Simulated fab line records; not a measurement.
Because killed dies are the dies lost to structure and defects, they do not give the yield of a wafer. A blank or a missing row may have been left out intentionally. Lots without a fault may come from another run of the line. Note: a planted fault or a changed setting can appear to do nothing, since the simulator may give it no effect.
Split-lot study / flow n5Finfet / 7 lots, 39 wafers read, on a route of 1938 steps

ON THE SPLIT
At N5_BEOL_M3_DESCUM_33 (chemistry O2, time 7 s), the setting timeS was moved away from the recipe's 7 s on 9 of the 39 wafers read, by -57.6% to +22.9%. The other wafers ran this setting at the recipe's value.

The split's own step is where the reading is taken.

THE READING
CAR-EUV_of_BEOL_M3_COAT_22.thkNm (the simulator's own value, which no gauge read), in nm, at N5_BEOL_M3_DESCUM_33 (chemistry O2, time 7 s). No usual value for it is given in the file. Average 26.1 nm, standard deviation 0.099 nm, over the 30 wafers here run with the recipe.

wafer=L075.1; tool, chamber at the split=rieDiel-03, 1,2,3; timeS as run, s=8.604; against the recipe=+22.9%; CAR-EUV_of_BEOL_M3_COAT_22.thkNm, nm=25.2; against lot-mates on the recipe=-0.9
wafer=L075.2; tool, chamber at the split=rieDiel-03, 1,2,3; timeS as run, s=8.604; against the recipe=+22.9%; CAR-EUV_of_BEOL_M3_COAT_22.thkNm, nm=25.2; against lot-mates on the recipe=-0.9
wafer=L075.4; tool, chamber at the split=rieDiel-03, 1,2,3; timeS as run, s=8.604; against the recipe=+22.9%; CAR-EUV_of_BEOL_M3_COAT_22.thkNm, nm=25.2; against lot-mates on the recipe=-0.9
wafer=L075.3; tool, chamber at the split=rieDiel-03, 0,3; timeS as run, s=7; against the recipe=recipe; CAR-EUV_of_BEOL_M3_COAT_22.thkNm, nm=26; against lot-mates on the recipe=-
wafer=L075.6; tool, chamber at the split=rieDiel-03, 0,3; timeS as run, s=7; against the recipe=recipe; CAR-EUV_of_BEOL_M3_COAT_22.thkNm, nm=26; against lot-mates on the recipe=-
wafer=L075.5; tool, chamber at the split=rieDiel-03, 0; timeS as run, s=7; against the recipe=recipe; CAR-EUV_of_BEOL_M3_COAT_22.thkNm, nm=26.2; against lot-mates on the recipe=-
wafer=L078.1; tool, chamber at the split=rieDiel-04, 2,1; timeS as run, s=3.507; against the recipe=-49.9%; CAR-EUV_of_BEOL_M3_COAT_22.thkNm, nm=27.8; against lot-mates on the recipe=+1.7
wafer=L078.4; tool, chamber at the split=rieDiel-04, 2,1; timeS as run, s=3.507; against the recipe=-49.9%; CAR-EUV_of_BEOL_M3_COAT_22.thkNm, nm=27.8; against lot-mates on the recipe=+1.7
wafer=L078.2; tool, chamber at the split=rieDiel-04, 3,1; timeS as run, s=7; against the recipe=recipe; CAR-EUV_of_BEOL_M3_COAT_22.thkNm, nm=26.2; against lot-mates on the recipe=-
wafer=L078.6; tool, chamber at the split=rieDiel-04, 3,1; timeS as run, s=7; against the recipe=recipe; CAR-EUV_of_BEOL_M3_COAT_22.thkNm, nm=26.2; against lot-mates on the recipe=-
wafer=L078.3; tool, chamber at the split=rieDiel-04, 0; timeS as run, s=3.507; against the recipe=-49.9%; CAR-EUV_of_BEOL_M3_COAT_22.thkNm, nm=28; against lot-mates on the recipe=+1.9
wafer=L078.5; tool, chamber at the split=rieDiel-04, 2; timeS as run, s=7; against the recipe=recipe; CAR-EUV_of_BEOL_M3_COAT_22.thkNm, nm=26; against lot-mates on the recipe=-
wafer=L082.1; tool, chamber at the split=rieDiel-04, 0,1,3,1; timeS as run, s=7; against the recipe=recipe; CAR-EUV_of_BEOL_M3_COAT_22.thkNm, nm=26.2; against lot-mates on the recipe=-
wafer=L082.2; tool, chamber at the split=rieDiel-04, 0,1,3,1; timeS as run, s=7; against the recipe=recipe; CAR-EUV_of_BEOL_M3_COAT_22.thkNm, nm=26.2; against lot-mates on the recipe=-
wafer=L082.3; tool, chamber at the split=rieDiel-04, 0,1,3,1; timeS as run, s=7; against the recipe=recipe; CAR-EUV_of_BEOL_M3_COAT_22.thkNm, nm=26.2; against lot-mates on the recipe=-
wafer=L082.5; tool, chamber at the split=rieDiel-04, 0,1,3,1; timeS as run, s=7; against the recipe=recipe; CAR-EUV_of_BEOL_M3_COAT_22.thkNm, nm=26.2; against lot-mates on the recipe=-
wafer=L082.4; tool, chamber at the split=rieDiel-04, 0,3; timeS as run, s=7; against the recipe=recipe; CAR-EUV_of_BEOL_M3_COAT_22.thkNm, nm=26; against lot-mates on the recipe=-
wafer=L082.6; tool, chamber at the split=rieDiel-04, 0,3; timeS as run, s=7; against the recipe=recipe; CAR-EUV_of_BEOL_M3_COAT_22.thkNm, nm=26; against lot-mates on the recipe=-
wafer=L086.1; tool, chamber at the split=rieDiel-04, 3; timeS as run, s=7; against the recipe=recipe; CAR-EUV_of_BEOL_M3_COAT_22.thkNm, nm=26.2; against lot-mates on the recipe=-
wafer=L086.6; tool, chamber at the split=rieDiel-04, 3; timeS as run, s=7; against the recipe=recipe; CAR-EUV_of_BEOL_M3_COAT_22.thkNm, nm=26.2; against lot-mates on the recipe=-
wafer=L086.2; tool, chamber at the split=rieDiel-04, 1,0,2,2; timeS as run, s=7; against the recipe=recipe; CAR-EUV_of_BEOL_M3_COAT_22.thkNm, nm=26; against lot-mates on the recipe=-
wafer=L086.3; tool, chamber at the split=rieDiel-04, 1,0,2,2; timeS as run, s=7; against the recipe=recipe; CAR-EUV_of_BEOL_M3_COAT_22.thkNm, nm=26; against lot-mates on the recipe=-
wafer=L086.4; tool, chamber at the split=rieDiel-04, 1,0,2,2; timeS as run, s=7; against the recipe=recipe; CAR-EUV_of_BEOL_M3_COAT_22.thkNm, nm=26; against lot-mates on the recipe=-
wafer=L086.5; tool, chamber at the split=rieDiel-04, 1,0,2,2; timeS as run, s=7; against the recipe=recipe; CAR-EUV_of_BEOL_M3_COAT_22.thkNm, nm=26; against lot-mates on the recipe=-
wafer=L087.2; tool, chamber at the split=rieDiel-04, 1,3,0; timeS as run, s=7; against the recipe=recipe; CAR-EUV_of_BEOL_M3_COAT_22.thkNm, nm=26; against lot-mates on the recipe=-
wafer=L087.3; tool, chamber at the split=rieDiel-04, 1,3,0; timeS as run, s=7; against the recipe=recipe; CAR-EUV_of_BEOL_M3_COAT_22.thkNm, nm=26; against lot-mates on the recipe=-
wafer=L087.4; tool, chamber at the split=rieDiel-04, 1,3,0; timeS as run, s=7; against the recipe=recipe; CAR-EUV_of_BEOL_M3_COAT_22.thkNm, nm=26; against lot-mates on the recipe=-
wafer=L090.1; tool, chamber at the split=rieDiel-02, 0,1,2,3,2,3; timeS as run, s=7; against the recipe=recipe; CAR-EUV_of_BEOL_M3_COAT_22.thkNm, nm=26.2; against lot-mates on the recipe=-
wafer=L090.2; tool, chamber at the split=rieDiel-02, 0,1,2,3,2,3; timeS as run, s=7; against the recipe=recipe; CAR-EUV_of_BEOL_M3_COAT_22.thkNm, nm=26.2; against lot-mates on the recipe=-
wafer=L090.3; tool, chamber at the split=rieDiel-02, 0,1,2,3,2,3; timeS as run, s=7; against the recipe=recipe; CAR-EUV_of_BEOL_M3_COAT_22.thkNm, nm=26.2; against lot-mates on the recipe=-
wafer=L090.4; tool, chamber at the split=rieDiel-02, 0,1,2,3,2,3; timeS as run, s=7; against the recipe=recipe; CAR-EUV_of_BEOL_M3_COAT_22.thkNm, nm=26.2; against lot-mates on the recipe=-
wafer=L090.5; tool, chamber at the split=rieDiel-02, 0,1,2,3,2,3; timeS as run, s=7; against the recipe=recipe; CAR-EUV_of_BEOL_M3_COAT_22.thkNm, nm=26.2; against lot-mates on the recipe=-
wafer=L090.6; tool, chamber at the split=rieDiel-02, 0,1,2,3,2,3; timeS as run, s=7; against the recipe=recipe; CAR-EUV_of_BEOL_M3_COAT_22.thkNm, nm=26.2; against lot-mates on the recipe=-
wafer=L096.1; tool, chamber at the split=rieDiel-04, 3; timeS as run, s=7; against the recipe=recipe; CAR-EUV_of_BEOL_M3_COAT_22.thkNm, nm=26.2; against lot-mates on the recipe=-
wafer=L096.5; tool, chamber at the split=rieDiel-04, 3; timeS as run, s=7; against the recipe=recipe; CAR-EUV_of_BEOL_M3_COAT_22.thkNm, nm=26.2; against lot-mates on the recipe=-
wafer=L096.2; tool, chamber at the split=rieDiel-04, 0; timeS as run, s=7; against the recipe=recipe; CAR-EUV_of_BEOL_M3_COAT_22.thkNm, nm=26; against lot-mates on the recipe=-
wafer=L096.3; tool, chamber at the split=rieDiel-04, 2,1,0; timeS as run, s=2.967; against the recipe=-57.6%; CAR-EUV_of_BEOL_M3_COAT_22.thkNm, nm=28; against lot-mates on the recipe=+1.9
wafer=L096.4; tool, chamber at the split=rieDiel-04, 2,1,0; timeS as run, s=2.967; against the recipe=-57.6%; CAR-EUV_of_BEOL_M3_COAT_22.thkNm, nm=28; against lot-mates on the recipe=+1.9
wafer=L096.6; tool, chamber at the split=rieDiel-04, 2,1,0; timeS as run, s=2.967; against the recipe=-57.6%; CAR-EUV_of_BEOL_M3_COAT_22.thkNm, nm=28; against lot-mates on the recipe=+1.9
Where a row lists several chambers, the file gives one row for several wafers and doesn't say which wafer went through which chamber.

FIT RESULTS
A straight line over all 39 wafers: CAR-EUV_of_BEOL_M3_COAT_22.thkNm changes by -0.0345 nm for each +1% of timeS; r = -0.99; the points scatter about the line by 0.1 nm.
The same after taking each lot's own level away (the mean of its wafers on the recipe; 39 wafers): -0.0339 nm for each +1%; r = -0.99; scatter 0.084 nm.
On that fit, the largest move of timeS shifts the reading by 2 nm.
Across the lots, their own levels run from 26.00 to 26.20 nm, a range of 2.0 times the standard deviation given above.
Hence the lot-to-lot level has little effect on the slope; both slopes agree.
Check: +1.96 nm against its lot-mates is what the line predicts for one of the wafers moved furthest among these (-57.6%) when that wafer is left out of the fit. Against them it came out at +1.87 nm.

THE OTHER SPLITS THESE WAFERS WENT THROUGH
These wafers also went through other splits before the reading. Each is held against what the fit with the lots' levels taken away leaves over:
other split on the same wafers=N5_FIN_SAQP_ETCH_65 timeS; wafers away from the commonest value=12; r with CAR-EUV_of_BEOL_M3_COAT_22.thkNm (lot level and that fit taken away)=+0.10
other split on the same wafers=N5_BEOL_M0_SAQP_PECVD_96 timeS; wafers away from the commonest value=12; r with CAR-EUV_of_BEOL_M3_COAT_22.thkNm (lot level and that fit taken away)=-0.17
other split on the same wafers=N5_BEOL_M1_PECVD_72 timeS; wafers away from the commonest value=12; r with CAR-EUV_of_BEOL_M3_COAT_22.thkNm (lot level and that fit taken away)=+0.01

THE FILE'S OWN FIT
CAR-EUV_of_BEOL_M3_COAT_22.thkNm changes by -0.0338 nm for each +1% of timeS, r = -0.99.
